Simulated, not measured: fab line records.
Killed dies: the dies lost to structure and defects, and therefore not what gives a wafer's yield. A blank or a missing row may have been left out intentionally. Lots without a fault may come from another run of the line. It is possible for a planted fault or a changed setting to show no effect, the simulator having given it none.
Matching of chambers | flow n5Finfet | N5_DUMMY_GATE_STRIP_48 on rieDiel-05 has 4 sister chambers
The step strips in N2/H2, time 20 s. 4 wafers are shown with their chamber, then 10 later ones without.

## WAFERS PAIRED WITH THEIR CHAMBERS
wafer  | chamber | drypumpMotorCurrentA (A)
L089.1 | 3       | 6.1
L089.4 | 2       | 5.1
L090.3 | 0       | 5.8
L090.4 | 1       | 5.6

## WAFERS WITHOUT THEIR CHAMBER
wafer  | drypumpMotorCurrentA (A)
L090.6 | 5.0
L092.3 | 5.8
L092.5 | 6.1
L092.6 | 5.1
L095.2 | 5.6
L095.5 | 5.0
L095.6 | 5.6
L096.1 | 5.8
L096.2 | 6.1
L096.5 | 5.6

## THE CHAMBER EACH PASSED THROUGH
wafer  | from the rows above | in truth
L090.6 | 2                   | 2
L092.3 | 0                   | 0
L092.5 | 3                   | 3
L092.6 | 2                   | 2
L095.2 | 1                   | 1
L095.5 | 2                   | 2
L095.6 | 1                   | 1
L096.1 | 0                   | 0
L096.2 | 3                   | 3
L096.5 | 1                   | 1
Placed correctly: 10 of 10. Can't be placed from these rows: 0. Placed wrongly: 0.
How it was worked out, from the rows above alone: a wafer's distance from a chamber is the root of the sum, over the readings, of the square of ((its reading less the chamber's mean) divided by the reading's scatter). If the next closest chamber is less than 2 further off than the closest, the wafer can't be placed; otherwise it belongs to the closest. A chamber's mean is the mean of its shown wafers. The scatter: with one shown wafer a chamber, the root of the mean of the squares of how far each hidden wafer lies from its nearest shown one.
